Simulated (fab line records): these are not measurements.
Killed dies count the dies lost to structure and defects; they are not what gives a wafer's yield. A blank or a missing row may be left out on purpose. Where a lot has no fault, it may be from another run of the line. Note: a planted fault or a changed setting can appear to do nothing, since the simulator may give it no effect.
Which tool was responsible? + flow nand-harc + Sampling: 11 lots, 33 wafers, 6 of 1302 route steps

== WHAT EACH GAUGE READ, for each wafer ==
NHARC_P_ZERO_WELL_CD_MEAS_24: the cd target is 720 nm. Usual: cd-nm reads 720.3 nm (standard deviation 1.9).
| lot  | measured     | on        | cd-nm (nm)        | flag |
|------|--------------|-----------|-------------------|------|
| L836 | day 1 23:14  | cd-sem-01 | 717.5 716.7 718.2 |      |
| L837 | day 2 08:28  | cd-sem-02 | 718.7 719.6 719.7 |      |
| L838 | day 2 18:32  | cd-sem-03 | 722.0 722.9 724.1 |      |
| L840 | day 3 14:29  | cd-sem-02 | 722.2 719.4 718.7 |      |
| L842 | day 4 10:38  | cd-sem-02 | 719.1 721.5 719.0 |      |
| L845 | day 5 16:35  | cd-sem-01 | 717.9 719.0 717.2 |      |
| L846 | day 6 02:36  | cd-sem-03 | 717.9 721.4 718.7 |      |
| L847 | day 6 12:28  | cd-sem-03 | 719.8 722.9 723.2 |      |
| L848 | day 6 22:28  | cd-sem-03 | 768.7 768.6 767.2 | OFF  |
| L856 | day 10 06:39 | cd-sem-03 | 766.0 766.8 766.6 | OFF  |
| L857 | day 10 16:44 | cd-sem-01 | 717.9 718.6 720.6 |      |

NHARC_END_SORT_01. Usual: killed-at-array 56, standard deviation 18; killed-at-other 1.4, standard deviation 1.5; killed-at-periphery 4, standard deviation 3.1; killed-dies 61, standard deviation 19; killed-open 3.5, standard deviation 1.8; killed-short 2.4, standard deviation 1.4.
| lot  | measured     | on        | killed-at-array | killed-at-other | killed-at-periphery | killed-dies | killed-open | killed-short | flag |
|------|--------------|-----------|-----------------|-----------------|---------------------|-------------|-------------|--------------|------|
| L845 | day 28 07:32 | prober-01 | 47 43 40        | 0 3 1           | 7 14 5              | 54 60 46    | 6 4 2       | 4 4 2        |      |
| L848 | day 30 13:32 | prober-01 | 75 72 80        | 0 0 0           | 5 4 3               | 80 76 83    | 3 2 3       | 2 5 4        |      |
| L856 | day 33 03:10 | prober-01 | 99 93 78        | 4 4 0           | 1 1 2               | 104 98 80   | 1 3 0       | 1 5 4        |      |

== EACH LOT AND THE TOOL THAT RAN IT (in order: tool; ch and the chambers of the sampled wafers; start) ==
| lot  | NHARC_P_ZERO_WELL_EXPOSE_21       | NHARC_P_ZERO_WELL_DESCUM_39       | NHARC_P_ZERO_WELL_RTA_42         | NHARC_P_STI_ETCH_15              |
|------|-----------------------------------|-----------------------------------|----------------------------------|----------------------------------|
| L836 | krf-scanner-04 ch 0, day 1 23:05  | rie-diel-03 ch 0,2, day 2 01:05   | rtp-anneal-02 ch 0, day 2 05:44  | rie-si-06 ch 0,1,2, day 3 02:04  |
| L837 | krf-scanner-04 ch 0, day 2 08:18  | rie-diel-13 ch 1,2,3, day 2 10:16 | rtp-anneal-02 ch 0, day 2 12:51  | rie-si-02 ch 0,1,3, day 3 02:15  |
| L838 | krf-scanner-04 ch 0, day 2 18:23  | rie-diel-11 ch 0,1, day 2 20:20   | rtp-anneal-02 ch 0, day 2 22:57  | rie-si-02 ch 0,1,2, day 3 17:13  |
| L840 | krf-scanner-02 ch 0, day 3 14:20  | rie-diel-11 ch 0,1,3, day 3 16:10 | rtp-anneal-01 ch 0, day 3 18:52  | rie-si-03 ch 0,1,3, day 4 10:26  |
| L842 | krf-scanner-02 ch 0, day 4 10:29  | rie-diel-13 ch 0,1,3, day 4 14:50 | rtp-anneal-02 ch 0, day 4 17:35  | rie-si-06 ch 0,1,2, day 5 09:22  |
| L845 | krf-scanner-01 ch 0, day 5 16:26  | rie-diel-11 ch 0,1,2, day 5 18:25 | rtp-anneal-01 ch 0, day 5 21:07  | rie-si-02 ch 2,3, day 6 14:16    |
| L846 | krf-scanner-02 ch 0, day 6 02:26  | rie-diel-03 ch 0,2, day 6 04:25   | rtp-anneal-02 ch 0, day 6 07:03  | rie-si-02 ch 2,3, day 7 03:30    |
| L847 | krf-scanner-02 ch 0, day 6 12:19  | rie-diel-03 ch 0,2,3, day 6 14:09 | rtp-anneal-02 ch 0, day 6 16:38  | rie-si-02 ch 0,1,2, day 7 10:57  |
| L848 | krf-scanner-02 ch 0, day 6 22:19  | rie-diel-03 ch 2,3, day 7 00:17   | rtp-anneal-02 ch 0, day 7 06:48  | rie-si-02 ch 1,2,3, day 7 23:28  |
| L856 | krf-scanner-02 ch 0, day 10 06:29 | rie-diel-11 ch 0,3, day 10 08:33  | rtp-anneal-02 ch 0, day 10 11:12 | rie-si-02 ch 1,2,3, day 11 02:42 |
| L857 | krf-scanner-01 ch 0, day 10 16:34 | rie-diel-03 ch 2,3, day 10 18:32  | rtp-anneal-02 ch 0, day 10 21:08 | rie-si-03 ch 1,2,3, day 11 14:11 |
- NHARC_P_ZERO_WELL_EXPOSE_21: exposes mask P NWELL, target cd 720 nm.
- NHARC_P_ZERO_WELL_DESCUM_39: chemistry O2, time 3 s.
- NHARC_P_ZERO_WELL_RTA_42: time 300 s.
- NHARC_P_STI_ETCH_15: etches the open film in HBr/Cl2, target depth 300 nm, time 100.1 s.

== WHAT THE TOOLS THEMSELVES READ (means of the sampled wafers that have a number; where no wafer has one, the mark that the record gives instead) ==
NHARC_P_ZERO_WELL_EXPOSE_21. Usual: exposure-dose-mJ-cm2 reads 22.311 (standard deviation 0.022).
| lot  | tool           | exposure-dose-mJ-cm2 | flag |
|------|----------------|----------------------|------|
| L836 | krf-scanner-04 | 22.325               |      |
| L837 | krf-scanner-04 | 22.315               |      |
| L838 | krf-scanner-04 | 22.300               |      |
| L840 | krf-scanner-02 | 22.307               |      |
| L842 | krf-scanner-02 | 22.321               |      |
| L845 | krf-scanner-01 | 22.311               |      |
| L846 | krf-scanner-02 | 22.314               |      |
| L847 | krf-scanner-02 | 22.283               |      |
| L848 | krf-scanner-02 | 29.321               | OFF  |
| L856 | krf-scanner-02 | 29.332               | OFF  |
| L857 | krf-scanner-01 | 22.310               |      |

NHARC_P_ZERO_WELL_DESCUM_39. Usual: drypump-motor-current-A 5.6 A, standard deviation 0.37; o2-flow-sccm 200.0 sccm, standard deviation 0.6; oes-product-au 0.996 a.u., standard deviation 0.0098; rf-vpp-V 57.9 V, standard deviation 0.85; showerhead-plenum-p-Torr 1.91 Torr, standard deviation 0.082; throttle-valve-pct 11.311 %, standard deviation 0.0092.
| lot  | tool        | drypump-motor-current-A (A) | o2-flow-sccm (sccm) | oes-product-au (a.u.) | rf-vpp-V (V) | showerhead-plenum-p-Torr (Torr) | throttle-valve-pct (%) | flag |
|------|-------------|-----------------------------|---------------------|-----------------------|--------------|---------------------------------|------------------------|------|
| L836 | rie-diel-03 | 5.9                         | 200.2               | 0.992                 | 58.1         | 1.96                            | 11.303                 |      |
| L837 | rie-diel-13 | 5.5                         | 199.9               | 0.992                 | 58.4         | 1.96                            | 11.309                 |      |
| L838 | rie-diel-11 | 5.7                         | 200.3               | 1.002                 | 58.5         | 1.97                            | 11.309                 |      |
| L840 | rie-diel-11 | 5.6                         | 200.3               | 0.999                 | 57.8         | 1.91                            | 11.305                 |      |
| L842 | rie-diel-13 | 5.6                         | 199.8               | 0.992                 | 58.0         | 1.94                            | 11.307                 |      |
| L845 | rie-diel-11 | 5.9                         | 200.3               | 0.992                 | 57.8         | 1.92                            | 11.317                 |      |
| L846 | rie-diel-03 | 5.9                         | 200.2               | 1.004                 | 57.5         | 1.91                            | 11.313                 |      |
| L847 | rie-diel-03 | 5.9                         | 200.1               | 0.995                 | 58.0         | 1.89                            | 11.323                 |      |
| L848 | rie-diel-03 | 5.9                         | 199.7               | 0.991                 | 58.0         | 1.88                            | 11.309                 |      |
| L856 | rie-diel-11 | 5.4                         | 200.5               | 1.001                 | 58.3         | 1.83                            | 11.317                 |      |
| L857 | rie-diel-03 | 5.9                         | 200.1               | 0.993                 | 57.6         | 1.87                            | 11.313                 |      |

NHARC_P_ZERO_WELL_RTA_42. Usual: anneal-temp-c-max 1103.2, standard deviation 0.82; lamp-power-pct 34 %, standard deviation 3.9; lamp_zone_2_pct 34 %, standard deviation 3.9; wafer_temp_C_max 1105.7, standard deviation 1.1.
| lot  | tool          | anneal-temp-c-max | lamp-power-pct (%) | lamp_zone_2_pct (%) | wafer_temp_C_max | flag |
|------|---------------|-------------------|--------------------|---------------------|------------------|------|
| L836 | rtp-anneal-02 | 1103.5            | 31                 | 31                  | 1105.1           |      |
| L837 | rtp-anneal-02 | 1103.5            | 31                 | 31                  | 1106.2           |      |
| L838 | rtp-anneal-02 | 1104.0            | 31                 | 31                  | 1105.6           |      |
| L840 | rtp-anneal-01 | 1101.5            | 39                 | 39                  | 1105.1           |      |
| L842 | rtp-anneal-02 | 1103.4            | 31                 | 31                  | 1106.7           |      |
| L845 | rtp-anneal-01 | 1103.1            | 39                 | 39                  | 1104.4           |      |
| L846 | rtp-anneal-02 | 1103.6            | 31                 | 31                  | 1105.4           |      |
| L847 | rtp-anneal-02 | 1102.9            | 31                 | 31                  | 1107.4           |      |
| L848 | rtp-anneal-02 | 1104.6            | 31                 | 31                  | 1105.5           |      |
| L856 | rtp-anneal-02 | 1103.7            | 31                 | 31                  | 1106.2           |      |
| L857 | rtp-anneal-02 | 1103.5            | 31                 | 31                  | 1104.7           |      |

NHARC_P_STI_ETCH_15. Usual: drypump-motor-current-A 5.7 A, standard deviation 0.34; oes-product-au 1.000 a.u., standard deviation 0.01; throttle-valve-pct 26.405 %, standard deviation 0.0088.
| lot  | tool      | drypump-motor-current-A (A) | oes-product-au (a.u.) | throttle-valve-pct (%) | flag |
|------|-----------|-----------------------------|-----------------------|------------------------|------|
| L836 | rie-si-06 | 6.1                         | 0.994                 | 26.405                 |      |
| L837 | rie-si-02 | 5.8                         | 1.003                 | 26.407                 |      |
| L838 | rie-si-02 | 5.9                         | 0.995                 | 26.397                 |      |
| L840 | rie-si-03 | 5.3                         | 1.000                 | 26.400                 |      |
| L842 | rie-si-06 | 6.0                         | 1.002                 | 26.414                 |      |
| L845 | rie-si-02 | 5.6                         | 1.001                 | 26.408                 |      |
| L846 | rie-si-02 | 5.7                         | 1.003                 | 26.400                 |      |
| L847 | rie-si-02 | 5.9                         | 1.001                 | 26.409                 |      |
| L848 | rie-si-02 | 5.8                         | 1.002                 | 26.400                 |      |
| L856 | rie-si-02 | 5.8                         | 0.998                 | 26.408                 |      |
| L857 | rie-si-03 | 5.2                         | 0.999                 | 26.403                 |      |

== THE ANSWER, worked out from the rows above alone ==
Rule: a lot counts as off when the mean over its wafers that have a number is more than 3 standard deviations away from the usual mean. Also off: a lot with no number at a reading for which 4 or more lots have one. All remaining lots with rows at the step are treated as sound. First the gauges in route order, then the tools' own readings, where a lot's mean is used as printed above. At the first step where some lot is off, the reading lying furthest off is the one used; lots without a number count as furthest.
Off, at NHARC_P_ZERO_WELL_CD_MEAS_24 on cd-nm: L848, L856.
A tool fits if, at a process step before that reading, it ran every lot that is off, and no sound lot after the first of them. The gauges at NHARC_P_ZERO_WELL_CD_MEAS_24 aren't tried: what is off there is off at NHARC_P_ZERO_WELL_EXPOSE_21 too, on other tools, and a gauge's error can't cause that. One candidate fits, namely krf-scanner-02 at NHARC_P_ZERO_WELL_EXPOSE_21. Its last sound lot is L847 (day 6 12:19), its first lot that is off L848 (day 6 22:19): a fault that began between those two fits.
On the lots that are off, the tool's own readings at NHARC_P_ZERO_WELL_EXPOSE_21 differ by more than 5 times the standard deviation of the sound lots' means, which bears it out; exposure-dose-mJ-cm2 reads 29.327 there versus 22.310 on the sound lots.

== WHAT THE SIMULATOR HAD PUT IN ==
Drift in process parameters on krf-scanner-02 at NHARC_P_ZERO_WELL_EXPOSE_21, starting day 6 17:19. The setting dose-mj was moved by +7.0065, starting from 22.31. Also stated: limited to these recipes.
Struck lots among those shown: L848, L856. The rule above reached the same finding.
